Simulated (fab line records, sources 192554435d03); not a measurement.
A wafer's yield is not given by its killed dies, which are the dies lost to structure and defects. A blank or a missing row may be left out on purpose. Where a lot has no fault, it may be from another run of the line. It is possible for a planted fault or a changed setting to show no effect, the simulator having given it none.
Chamber matching    flow n5-finfet    4 sister chambers for N5_DUMMY_GATE_ETCH_36 on rie-diel-05
The step etches SiARC in CF4, target depth 13 nm. 8 wafers are shown with their chamber, then 12 later ones without.

## WAFERS PAIRED WITH THEIR CHAMBERS
wafer   chamber  drypump-motor-current-A (A)  showerhead-plenum-p-Torr (Torr)
L083.5  0        5.9                          2.20
L085.3  0        5.9                          2.20
L088.5  3        6.2                          2.21
L089.2  1        6.1                          2.09
L089.6  2        5.3                          2.15
L091.1  3        6.3                          2.20
L091.2  1        6.1                          2.09
L091.3  2        5.3                          2.15

## WAFERS WITHOUT THEIR CHAMBER
wafer   drypump-motor-current-A (A)  showerhead-plenum-p-Torr (Torr)
L091.4  6.3                          2.21
L091.5  6.1                          2.09
L091.6  5.3                          2.15
L092.1  5.3                          2.15
L092.2  6.2                          2.20
L092.5  6.2                          2.20
L093.1  5.9                          2.19
L093.2  6.2                          2.09
L093.5  5.3                          2.15
L094.1  5.3                          2.15
L094.2  6.1                          2.09
L094.4  5.9                          2.19

## CHAMBER TAKEN BY EACH
wafer   from the rows above  in truth
L091.4  3                    3
L091.5  1                    1
L091.6  2                    2
L092.1  2                    2
L092.2  3                    3
L092.5  3                    3
L093.1  0                    0
L093.2  1                    1
L093.5  2                    2
L094.1  2                    2
L094.2  1                    1
L094.4  0                    0
Correct placement for 12 of the 12. Not placeable from these rows: 0. Number placed wrongly: 0.
How it was worked out, from the rows above alone: a wafer's distance from a chamber is the root of the sum, over the readings, of the square of ((its reading less the chamber's mean) divided by the reading's scatter). The wafer belongs to the nearest chamber; if the next one is less than 2 further off, it can't be placed. Each chamber's mean is taken over the wafers shown for it. The scatter: take each reading less its chamber's mean, square it, sum over the shown wafers, divide by the number of wafers less the number of chambers, and take the root.
